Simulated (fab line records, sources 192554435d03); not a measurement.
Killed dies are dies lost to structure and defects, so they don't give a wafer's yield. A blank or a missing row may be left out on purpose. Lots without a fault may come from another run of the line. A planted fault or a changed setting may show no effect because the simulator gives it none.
Split-lot experiment | flow n5_finfet | 7 lots, 39 wafers read, on a route of 1938 steps

THE SPLIT
At N5_DUMMY_GATE_ETCH_37 (etches SOC in N2/H2, target depth 60 nm, overetch 30 nm), the setting source_w was moved away from the recipe's 840 W on 6 of the 39 wafers read, by -6.1% to +14.7%. The other wafers ran this setting at the recipe's value.

The reading is taken at the split's own step.

THE READING
rf_vpp_V, in V, at N5_DUMMY_GATE_ETCH_37 (etches SOC in N2/H2, target depth 60 nm, overetch 30 nm). Fault-free wafers of this fab line usually give 523.9 V, standard deviation 2.3 V.

wafer  | tool, chamber at the split | source_w as run, W | against the recipe | rf_vpp_V, V | against lot-mates on the recipe
L074.2 | rie_diel-04, 2             | 840                | recipe             | 525.7       | -
L074.4 | rie_diel-04, 1             | 840                | recipe             | 525.5       | -
L074.6 | rie_diel-04, 3             | 840                | recipe             | 526.4       | -
L075.1 | rie_diel-04, 2             | 840                | recipe             | 526.7       | -
L075.2 | rie_diel-04, 1             | 840                | recipe             | 524.5       | -
L075.3 | rie_diel-04, 3             | 840                | recipe             | 527.2       | -
L075.4 | rie_diel-04, 0             | 840                | recipe             | 524.7       | -
L075.5 | rie_diel-04, 2             | 840                | recipe             | 525.7       | -
L075.6 | rie_diel-04, 3             | 840                | recipe             | 526.0       | -
L080.1 | rie_diel-02, 0             | 963.2              | +14.7%             | 501.6       | -21.1
L080.2 | rie_diel-02, 1             | 840                | recipe             | 521.5       | -
L080.3 | rie_diel-02, 3             | 840                | recipe             | 522.7       | -
L080.4 | rie_diel-02, 2             | 840                | recipe             | 523.9       | -
L080.5 | rie_diel-02, 0             | 963.2              | +14.7%             | 500.6       | -22.1
L080.6 | rie_diel-02, 1             | 963.2              | +14.7%             | 499.3       | -23.4
L086.1 | rie_diel-06, 0             | 788.8              | -6.1%              | 532.8       | +12.3
L086.2 | rie_diel-06, 3             | 840                | recipe             | 521.6       | -
L086.3 | rie_diel-06, 1             | 840                | recipe             | 520.2       | -
L086.4 | rie_diel-06, 0             | 788.8              | -6.1%              | 533.6       | +13.1
L086.5 | rie_diel-06, 1             | 840                | recipe             | 519.6       | -
L086.6 | rie_diel-06, 3             | 788.8              | -6.1%              | 531.7       | +11.2
L089.1 | rie_diel-02, 3             | 840                | recipe             | 521.2       | -
L089.2 | rie_diel-02, 1             | 840                | recipe             | 521.3       | -
L089.3 | rie_diel-02, 0             | 840                | recipe             | 523.5       | -
L089.4 | rie_diel-02, 2             | 840                | recipe             | 524.1       | -
L089.5 | rie_diel-02, 3             | 840                | recipe             | 521.3       | -
L089.6 | rie_diel-02, 0             | 840                | recipe             | 523.2       | -
L091.1 | rie_diel-02, 0             | 840                | recipe             | 524.1       | -
L091.2 | rie_diel-02, 2             | 840                | recipe             | 523.7       | -
L091.3 | rie_diel-02, 1             | 840                | recipe             | 522.7       | -
L091.4 | rie_diel-02, 3             | 840                | recipe             | 522.8       | -
L091.5 | rie_diel-02, 1             | 840                | recipe             | 521.6       | -
L091.6 | rie_diel-02, 2             | 840                | recipe             | 523.6       | -
L092.1 | rie_diel-04, 1             | 840                | recipe             | 525.2       | -
L092.2 | rie_diel-04, 0             | 840                | recipe             | 522.1       | -
L092.3 | rie_diel-04, 3             | 840                | recipe             | 526.8       | -
L092.4 | rie_diel-04, 2             | 840                | recipe             | 526.0       | -
L092.5 | rie_diel-04, 0             | 840                | recipe             | 522.3       | -
L092.6 | rie_diel-04, 1             | 840                | recipe             | 524.4       | -

THE FIT
A straight line over all 39 wafers: rf_vpp_V changes by -1.56 V for each +1% of source_w; r = -0.96; the points scatter about the line by 1.9 V.
The same after taking each lot's own level away (the mean of its wafers on the recipe; 39 wafers): -1.6 V for each +1%; r = -0.98; scatter 1.3 V.
On that fit, the largest move of source_w shifts the reading by 23 V.
The lots' own levels span 520.47 to 525.87 V, that is 2.3 times the standard deviation above.
So the lot-to-lot level changes the slope little: the two slopes agree.
Check: with one of the wafers moved furthest among these (+14.7%) left out of the fit, the line predicts -24 V for it against its lot-mates. It came out at -21.1 V against them.
Tool readings at the split's step, against how far the setting was moved: rf_vpp_V r = -0.96.

OTHER SPLITS ON THESE WAFERS
These wafers also went through other splits before the reading. Each is held against what the fit with the lots' levels taken away leaves over:
other split on the same wafers | wafers away from the commonest value | r with rf_vpp_V (lot level and that fit taken away)
N5_FIN_CUT_ETCH_21 bias_w      | 18                                   | -0.18
N5_FIN_CUT_CUT_ETCH_26 time_s  | 15                                   | +0.02

THE FILE'S OWN FIT
rf_vpp_V changes by -1.59 V for each +1% of source_w, r = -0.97.
